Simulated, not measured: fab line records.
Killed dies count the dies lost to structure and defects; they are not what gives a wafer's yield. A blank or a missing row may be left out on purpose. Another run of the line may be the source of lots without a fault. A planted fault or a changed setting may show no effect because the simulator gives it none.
Matching of chambers -- flow nand-harc -- rie-diel-10 running NHARC_A_WL_FILL_STRIP_29: 4 sister chambers
The step strips in O2, time 20 s. 8 wafers are shown with their chamber, then 7 later ones without.

== WAFERS WITH THEIR CHAMBER ==
wafer,chamber,showerhead-plenum-p-Torr (Torr),drypump-motor-current-A (A)
L510.3,3,3.69,5.1
L510.5,2,3.61,4.8
L512.6,0,3.38,6.5
L521.2,1,3.51,5.3
L521.3,2,3.61,4.8
L521.6,1,3.51,5.3
L522.1,3,3.68,5.2
L522.3,0,3.38,6.6

== WAFERS MISSING THEIR CHAMBER ==
wafer,showerhead-plenum-p-Torr (Torr),drypump-motor-current-A (A)
L522.5,3.61,4.8
L526.1,3.68,5.2
L526.4,3.51,5.3
L526.6,3.61,4.8
L529.2,3.51,5.3
L529.3,3.68,5.1
L529.5,3.38,6.6

== WHICH CHAMBER EACH WENT THROUGH ==
wafer,from the rows above,in truth
L522.5,2,2
L526.1,3,3
L526.4,1,1
L526.6,2,2
L529.2,1,1
L529.3,3,3
L529.5,0,0
Correct placement for 7 of the 7. From these rows, 0 cannot be placed. Wrongly placed: 0.
How it was worked out, from the rows above alone: a wafer's distance from a chamber is the root of the sum, over the readings, of the square of ((its reading less the chamber's mean) divided by the reading's scatter). The wafer belongs to the nearest chamber; if the next one is less than 2 further off, it can't be placed. The mean given for a chamber averages the wafers shown for that chamber. The scatter: take each reading less its chamber's mean, square it, sum over the shown wafers, divide by the number of wafers less the number of chambers, and take the root.
